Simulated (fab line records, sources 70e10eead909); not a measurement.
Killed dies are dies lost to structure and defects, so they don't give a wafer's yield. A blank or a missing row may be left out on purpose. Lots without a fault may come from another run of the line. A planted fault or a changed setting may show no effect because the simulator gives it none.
A struck lot beside a sound one | flow nand_harc | 15 steps out of a route of 1302
Sound: wafers L160.1, L160.4, L160.6. Struck: wafers L174.1, L174.3, L174.6. The cause comes at the end.
At each step with rows: each side's tool, then ch and its chambers, then its first start. Under that, the readings that differ: sound wafers | struck wafers | difference of the means | sigmas: that difference in standard deviations of wafers without a fault.
alike: readings whose means differ by less than 2 such deviations, and words and numbers that are the same on both sides. not compared: withheld readings, readings that some wafer has no value for, bounds like >300 that may hide the same value, and numbers for which the record gives no deviation and whose values overlap.
The two part at a step that has a row with sigmas, a row that says differs or no value, or rows on one side only. Numbers that don't overlap but have no deviation are shown without sigmas and don't part them. A reading that every wafer of one side lacks parts them only if that side has two wafers or more.

first, 2 steps without rows for these wafers: NHARC_A_CONTACT_STRIP_100 (strips in CF4/CHF3); NHARC_A_CONTACT_STRIP_101 (strips in O2/COS).
NHARC_A_CONTACT_ETCH_102: etches the open film in CF4/O2, target depth 100 nm, overetch 10 nm, time 55 s.
  sound on rie_diel-07 ch 0,1,3, day 22 17:34; struck on rie_diel-05 ch 0,3, day 28 15:25
  reading                     | sound       | struck      | difference | sigmas
  drypump_motor_current_A (A) | 6.1 6.0 5.8 | 5.3 4.7 4.7 | -1.1       | -2
  alike: oes_ar_750_au, oes_f_703_au, oes_product_au, rf_vpp_V, showerhead_plenum_p_Torr, throttle_valve_pct
  not compared: rf_hours_counter_h
NHARC_A_CONTACT_STRIP_55: strips in O2.
  sound on rie_diel-07 ch 0,2; struck on rie_diel-05 ch 0,2
  alike: drypump_motor_current_A, oes_product_au, rf_vpp_V, showerhead_plenum_p_Torr, throttle_valve_pct
  not compared: rf_hours_counter_h
then, 1 step without rows for these wafers: NHARC_A_CONTACT_STRIP_56 (strips in post etch residue remover, time 600 s).
NHARC_A_CONTACT_DEP_57: deposits aC, target thk 5300 nm.
  sound on acl_dep-01 ch 0, day 22 23:17; struck on acl_dep-01 ch 0, day 28 19:04
  alike: susceptor_temp_C, throttle_valve_pct
NHARC_A_CONTACT_DEP_58: deposits SiON, target thk 90 nm.
  sound on pecvd-01 ch 1,2, day 23 02:35; struck on pecvd-04 ch 1,2, day 28 22:22
  alike: heater_power_w, susceptor_temp_C
then, 5 steps without rows for these wafers: NHARC_A_CONTACT_DEHYDRATE_59 (time 120 s); NHARC_A_CONTACT_HMDS_60 (time 30 s); NHARC_A_CONTACT_COAT_61 (time 75 s); NHARC_A_CONTACT_COAT_62 (time 65 s); NHARC_A_CONTACT_COAT_63 (resist thk 90 nm).
NHARC_A_CONTACT_SOFTBAKE_64: time 55 s.
  sound on litho_track-01 ch 0, day 23 02:00; struck on litho_track-04 ch 0, day 28 22:00
  reading                  | sound                | struck               | difference | sigmas
  heater_power_total_W (W) | 188.28 188.73 188.30 | 219.64 219.81 219.29 | +31.14     | +99 or more
  alike: exhaust_pa
then, 1 step without rows for these wafers: NHARC_A_CONTACT_EBR_65.
-- the record jumps here: 3 days lie between the struck wafers' starts before and after (it left off in module A_CONTACT and takes up again in module END, whose first step shown is number 1302 of the route) --
NHARC_END_SORT_01:
  sound on prober-02 ch 0, day 25 12:45; struck on prober-02 ch 0, day 31 10:28
  reading         | sound | struck | difference | sigmas
  killed_at_other | 0 0 0 | 3 4 1  | +3         | +2
  alike: killed_at_array, killed_at_periphery, killed_dies, killed_open, killed_short

WHERE THEY PART
First at NHARC_A_CONTACT_ETCH_102; last, within this record, at NHARC_END_SORT_01.

WHY: what the simulator had put in
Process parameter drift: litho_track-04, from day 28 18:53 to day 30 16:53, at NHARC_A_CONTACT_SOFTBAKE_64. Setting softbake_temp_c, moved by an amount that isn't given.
